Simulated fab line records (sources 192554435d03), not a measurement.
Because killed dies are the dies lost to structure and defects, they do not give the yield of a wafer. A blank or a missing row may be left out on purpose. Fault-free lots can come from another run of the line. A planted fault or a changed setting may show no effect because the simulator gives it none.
Comparing a struck lot with a sound one	flow n5Finfet	40 steps out of a route of 1938
Sound: these wafers, L249.1, L249.3, L249.6. Struck: wafers L242.1, L242.5. (L242.4 of the same lot was not struck and is left out.) The cause comes at the end.
For every step that has rows: the tool of each side, followed by ch and its chambers, followed by its first start. Under that, the readings that differ: sound wafers	struck wafers	difference of the means	sigmas: that difference in standard deviations of wafers without a fault.
alike: same words and numbers on both sides, and readings whose means sit less than 2 such deviations apart. not compared: any withheld reading, any reading some wafer has no value for, any bound like >300 that may hide the same value, and any number with overlapping values for which the record gives no deviation.
A row with sigmas, a row that says differs or no value, or rows on one side alone: a step with any of these is where the two part. Numbers that don't overlap but have no deviation are shown without sigmas and don't part them. Lack of a reading on every wafer of one side parts them only where that side has two or more wafers.

first, 11 steps without rows for these wafers: N5_STI_FIN_REVEAL_ALD_14 (deposits Si3N4, target thk 3 nm); N5_STI_FIN_REVEAL_FCVD_FILL_01 (material SiO2 flowable, target thk 312 nm, time 512.2 s); N5_STI_FIN_REVEAL_DENSIFY_02 (time 1800 s); N5_STI_FIN_REVEAL_CMP_04 (polishes, stops on Si3N4, t overpolish 4 s, target thk 131.83 nm); N5_STI_FIN_REVEAL_DENSIFY_30; N5_STI_FIN_REVEAL_ETCHBACK_08 (etches SiO2 in C4F6/O2, target depth 30.5 nm, time 10.167 s); N5_STI_FIN_REVEAL_STRIP_24 (strips in N2/H2, time 90 s); N5_STI_FIN_REVEAL_PRECLEAN_25 (cleans in SPM, time 90 s); N5_STI_FIN_REVEAL_PRECLEAN_26 (cleans in SC1, time 45 s); N5_STI_FIN_REVEAL_PRECLEAN_29 (cleans in DHF, time 30 s); N5_STI_FIN_REVEAL_SRD_12 (time 30 s).
N5_STI_FIN_REVEAL_RECESS_09: chemistry HF/NH3, target SiO2, afs cycles 11, target depth 42.5 nm, sublimation time 60 s.
  sound on vaporEtch-01 ch 0,1, day 6 23:45; struck on vaporEtch-02 ch 0, day 5 05:50
  alike: drypumpMotorCurrentA
then, 10 steps without rows for these wafers: N5_STI_FIN_REVEAL_STRIP_16 (strips SiNx in H3PO4, target depth 23.8 nm); N5_STI_FIN_REVEAL_PRECLEAN_17 (cleans in NF3:NH3, afs cycles 1, time 20 s, sublimation time 60 s); N5_STI_FIN_REVEAL_ETCH_34 (etches Si in H2, material Si, target depth 0.97 nm); N5_STI_FIN_REVEAL_OXIDATION_31 (chemistry O2 PLASMA REMOTE, time 20 s); N5_STI_FIN_REVEAL_PRECLEAN_32 (cleans in NF3:NH3, afs cycles 1, time 20 s, sublimation time 60 s); N5_STI_FIN_REVEAL_STRIP_35 (strips Si3N4 in H3PO4, target depth 4 nm, time 39 s); N5_STI_FIN_REVEAL_SRD_21 (time 30 s); N5_STI_FIN_REVEAL_OXIDATION_33 (chemistry O2 PLASMA REMOTE, time 20 s); N5_STI_FIN_REVEAL_CLEAN_19 (cleans in O3/DIW, time 120 s); N5_STI_FIN_REVEAL_SRD_23 (time 30 s).
N5_STI_FIN_REVEAL_FIN_H_MEAS_10:
  sound: ocd-01 at day 7 02:27; struck: ocd-02 at day 5 08:35
reading	sound	struck	difference	sigmas
trenchDepthNm (nm)	52.7 51.5 51.7	45.5 45.9	-6.3	-8
then, 15 steps without rows for these wafers: N5_STI_FIN_REVEAL_PRECLEAN_18 (cleans in SC2, time 45 s); N5_STI_FIN_REVEAL_SRD_28 (time 30 s); N5_DUMMY_GATE_PRECLEAN_00 (cleans in O3/DIW, time 60 s); N5_DUMMY_GATE_SRD_01 (time 30 s); N5_DUMMY_GATE_ALD_02 (deposits SiO2, target thk 2 nm, pulse time 1 s); N5_DUMMY_GATE_CVD_03 (deposits a-Si from SiH4, target thk 150 nm, time 8042 s); N5_DUMMY_GATE_PRECLEAN_46 (cleans in DIW, time 89.5 s); N5_DUMMY_GATE_SRD_47 (dry time 32 s); N5_DUMMY_GATE_CMP_04 (polishes a-Si); N5_DUMMY_GATE_HM_DEP_06 (deposits SiNx from DCS/NH3, target thk 80 nm, time 5141 s); N5_DUMMY_GATE_PECVD_30 (deposits SiO2 from TEOS/O2, target thk 55 nm, time 10.8 s); N5_DUMMY_GATE_COAT_34 (time 60 s, resist thk 60 nm); N5_DUMMY_GATE_COAT_35 (time 60 s, resist thk 10 nm); N5_DUMMY_GATE_COAT_28 (time 60 s, resist thk 10 nm); N5_DUMMY_GATE_COAT_09 (resist thk 30 nm).
-- here the record skips 6 days between the struck wafers' starts before and after, leaving off in module DUMMY_GATE and picking up in module BEOL_M4 (first step shown: number 1111 of the route) --
N5_BEOL_M4_RC_MEAS_101:
  sound on prober-01 ch 0, day 12 15:24; struck on prober-01 ch 0, day 11 01:46
reading	sound	struck	difference	sigmas
DIBL_N (mV/V)	34.8 34.7 35.3	54.2 55.3	+19.8	+9
DIBL_P (mV/V)	34.5 35.2 34.9	46.3 41.1	+8.8	+4
IOFF_N (nA/um)	0.13 0.12 0.13	1.88 2.13	+1.88	+48
IOFF_N_85C (nA/um)	2.6 2.5 2.6	25.2 27.8	+23.9	+39
IOFF_P (nA/um)	0.16 0.17 0.16	1.12 0.61	+0.70	+16
IOFF_P_85C (nA/um)	2.9 3.1 2.9	14.9 8.9	+8.9	+14
IOFF_P_LIN (nA/um)	0.079 0.085 0.078	0.157 0.115	+0.055	+4
ION_N (uA/um)	670 648 640	607 596	-51	-3
ION_P (uA/um)	456 450 442	418 412	-34	-4
REXT_N (ohm.um)	76.0 75.9 74.8	83.8 82.8	+7.7	+5
SS_N (mV/dec)	71.0 71.9 71.6	95.8 103.0	+27.9	+40
SS_P (mV/dec)	72.6 73.1 72.8	85.6 81.7	+10.8	+15
  alike: VT_N, VT_P
-- the record jumps here: 4 days lie between the struck wafers' starts before and after (it left off in module BEOL_M4 and takes up again in module PASSIVATION, whose first step shown is number 1936 of the route) --
N5_PASSIVATION_PROBE_49:
  sound: prober-01 at day 16 13:11; struck: prober-01 at day 15 06:22
reading	sound	struck	difference	sigmas
sort_bin_4_leakage (%)	0 0 0	90.68 90.42	+90.55	+99 or more
sortNPass	1099 1050 1100	0 0	-1083	-64
sortYieldPct (%)	93.1 89.0 93.2	0 0	-92	-66
  alike: defectLimitedYield, killed_at_M0_to_M3, killed_at_M4_up, killedAtContacts, killedAtFrontEnd, killedAtOther, killedDies, killedOpen, killedShort, sort_bin_5_function, sort_bin_6_memory, sort_bin_8_speed

WHERE THEY PART
Last at N5_PASSIVATION_PROBE_49 as far as this record goes, first at N5_STI_FIN_REVEAL_FIN_H_MEAS_10.

WHY: whatever the simulator had introduced
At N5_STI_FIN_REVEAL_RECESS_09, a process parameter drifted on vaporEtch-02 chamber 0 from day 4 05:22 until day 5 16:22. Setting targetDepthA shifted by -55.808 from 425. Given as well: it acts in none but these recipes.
